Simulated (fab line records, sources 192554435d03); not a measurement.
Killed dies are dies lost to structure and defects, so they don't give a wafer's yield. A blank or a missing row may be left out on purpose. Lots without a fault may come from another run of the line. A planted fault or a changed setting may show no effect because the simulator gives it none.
Chamber matching | flow n5_finfet | N5_BEOL_M1_ILD_DEP_00 on pecvd-04: 3 sister chambers
The step deposits SiOC from DEMS/O2, target thk 79 nm, time 15.3 s. 3 wafers are shown with their chamber, then 11 later ones without.

WAFERS WITH THEIR CHAMBER
wafer  | chamber | throttle_valve_pct (%)
L088.1 | 2       | 11.4
L088.4 | 1       | 12.6
L091.2 | 0       | 11.6

WAFERS WITHOUT THEIR CHAMBER
wafer  | throttle_valve_pct (%)
L091.3 | 12.9
L091.6 | 12.6
L092.1 | 11.6
L092.2 | 12.7
L092.3 | 11.7
L093.3 | 11.6
L093.4 | 11.6
L093.6 | 12.7
L097.3 | 13.0
L097.5 | 12.7
L097.6 | 11.8

WHICH CHAMBER EACH WENT THROUGH
wafer  | from the rows above     | in truth
L091.3 | 1                       | 1
L091.6 | 1                       | 1
L092.1 | can't be placed: 0 or 2 | 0
L092.2 | 1                       | 1
L092.3 | can't be placed: 0 or 2 | 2
L093.3 | can't be placed: 0 or 2 | 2
L093.4 | can't be placed: 0 or 2 | 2
L093.6 | 1                       | 1
L097.3 | 1                       | 1
L097.5 | 1                       | 1
L097.6 | can't be placed: 0 or 2 | 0
Placed correctly: 6 of 11. Can't be placed from these rows: 5 (the true chamber is among the candidates in 5). Placed wrongly: 0.
How it was worked out, from the rows above alone: a wafer's distance from a chamber is the root of the sum, over the readings, of the square of ((its reading less the chamber's mean) divided by the reading's scatter). The wafer belongs to the nearest chamber; if the next one is less than 2 further off, it can't be placed. A chamber's mean is the mean of its shown wafers. The scatter: with one shown wafer a chamber, the root of the mean of the squares of how far each hidden wafer lies from its nearest shown one.
